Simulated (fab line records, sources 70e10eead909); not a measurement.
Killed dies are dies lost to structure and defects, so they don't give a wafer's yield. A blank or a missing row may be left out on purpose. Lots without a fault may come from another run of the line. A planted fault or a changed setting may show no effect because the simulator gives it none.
Which tool did it? | flow nand_harc | 13 lots, 39 wafers sampled, at 3 steps of a route of 1302

WHAT THE GAUGES READ, wafer by wafer
NHARC_A_M0_THK_MEAS_24: measures by xrf.
lot  | measured     | on            | thk_nm (nm)
L506 | day 24 00:03 | film_metro-01 | 113.9 114.2 113.8
L505 | day 24 00:56 | film_metro-02 | 113.8 114.4 111.1
L514 | day 27 05:13 | film_metro-01 | 114.5 112.5 115.5
L516 | day 27 20:25 | film_metro-02 | 114.6 114.8 114.1
L518 | day 28 07:49 | film_metro-02 | 115.2 113.9 112.1
L520 | day 28 20:12 | film_metro-02 | 113.3 114.1 112.9
L522 | day 30 10:35 | film_metro-02 | 114.6 111.2 113.7
L525 | day 30 17:13 | film_metro-02 | 115.3 113.9 112.2
L523 | day 30 17:48 | film_metro-02 | 115.2 114.6 113.4
L524 | day 31 01:04 | film_metro-01 | 110.9 115.0 113.8
L526 | day 31 21:06 | film_metro-02 | 113.7 115.4 114.3
L527 | day 32 07:59 | film_metro-02 | 112.5 115.9 111.3
L528 | day 32 20:47 | film_metro-02 | 113.8 114.4 115.2

NHARC_A_M1_CD_MEAS_16.
lot  | measured     | on        | cd_nm (nm)
L506 | day 24 02:05 | cd_sem-02 | 120.8 120.2 119.2
L505 | day 24 02:57 | cd_sem-03 | 119.1 119.4 119.9
L514 | day 27 07:16 | cd_sem-02 | 119.2 118.8 119.5
L516 | day 27 22:42 | cd_sem-03 | 119.4 120.9 120.6
L518 | day 28 10:01 | cd_sem-03 | 119.6 120.3 119.8
L520 | day 28 22:13 | cd_sem-02 | 119.6 120.1 119.3
L522 | day 30 12:38 | cd_sem-02 | 120.0 119.2 120.0
L525 | day 30 19:06 | cd_sem-03 | 120.1 119.5 119.3
L523 | day 30 19:43 | cd_sem-03 | 120.4 120.4 120.4
L524 | day 31 03:06 | cd_sem-02 | 119.7 120.0 120.4
L526 | day 31 23:08 | cd_sem-01 | 119.6 120.8 119.4
L527 | day 32 10:01 | cd_sem-01 | 119.1 118.7 118.7
L528 | day 32 22:42 | cd_sem-02 | 120.3 120.2 120.6

WHICH TOOL RAN EACH LOT (tool, then ch and the chambers of the sampled wafers, then the start)
lot  | NHARC_A_M0_PVD_21
L506 | pvd_sputter-03, day 24 00:03 or earlier
L505 | pvd_sputter-01, day 24 00:56 or earlier
L514 | pvd_sputter-02, day 27 05:13 or earlier
L516 | pvd_sputter-01, day 27 20:25 or earlier
L518 | pvd_sputter-02, day 28 07:49 or earlier
L520 | pvd_sputter-03, day 28 20:12 or earlier
L522 | pvd_sputter-01, day 30 10:35 or earlier
L525 | pvd_sputter-01, day 30 17:13 or earlier
L523 | pvd_sputter-02, day 30 17:48 or earlier
L524 | pvd_sputter-03, day 31 01:04 or earlier
L526 | pvd_sputter-02, day 31 21:06 or earlier
L527 | pvd_sputter-02, day 32 07:59 or earlier
L528 | pvd_sputter-03, day 32 20:47 or earlier
- NHARC_A_M0_PVD_21: deposits Cu, target thk 30 nm, time 20.49 s.

WHAT THE TOOLS THEMSELVES READ (means of the sampled wafers that have a number; where no wafer has one, the mark that the record gives instead)
NHARC_A_M0_PVD_21.
lot  | tool           | cathode_dc_power_W (W) | throttle_valve_pct (%)
L506 | pvd_sputter-03 | 5000.7                 | 29.8
L505 | pvd_sputter-01 | 4999.6                 | 29.5
L514 | pvd_sputter-02 | 4999.7                 | 30.2
L516 | pvd_sputter-01 | 5000.6                 | 29.3
L518 | pvd_sputter-02 | 4999.8                 | 30.5
L520 | pvd_sputter-03 | 5000.1                 | 28.9
L522 | pvd_sputter-01 | 4999.8                 | 29.8
L525 | pvd_sputter-01 | 4999.8                 | 30.1
L523 | pvd_sputter-02 | 5000.2                 | 30.8
L524 | pvd_sputter-03 | 5001.0                 | 29.8
L526 | pvd_sputter-02 | 5000.0                 | 29.8
L527 | pvd_sputter-02 | 4999.6                 | 30.6
L528 | pvd_sputter-03 | 5000.1                 | 30.0

THE ANSWER, worked out from the rows above alone
Rule: what is usual is taken from the lots themselves. Put in order of their means at a reading, lots are off if they are a third of the lots or fewer, leave a main group of 4 or more, and stand apart from it by a gap of 3 or more times the standard deviation of the main group's means; of several such gaps the widest counts. A main group whose means are all the same, to the digits that the tables above print for the reading, isn't used. A lot without any number at a reading at which 4 lots or more have one is off too. The other lots that the step has rows for count as sound. The gauges are gone through in route order, then the tools' own readings, and for those a lot's mean is taken as printed above. The first step at which some lot is off is used, and at that step the reading that is off furthest; a lot without a number counts as furthest.
No lot is off at any reading shown: from this, nothing can be told.

WHAT THE SIMULATOR HAD PUT IN
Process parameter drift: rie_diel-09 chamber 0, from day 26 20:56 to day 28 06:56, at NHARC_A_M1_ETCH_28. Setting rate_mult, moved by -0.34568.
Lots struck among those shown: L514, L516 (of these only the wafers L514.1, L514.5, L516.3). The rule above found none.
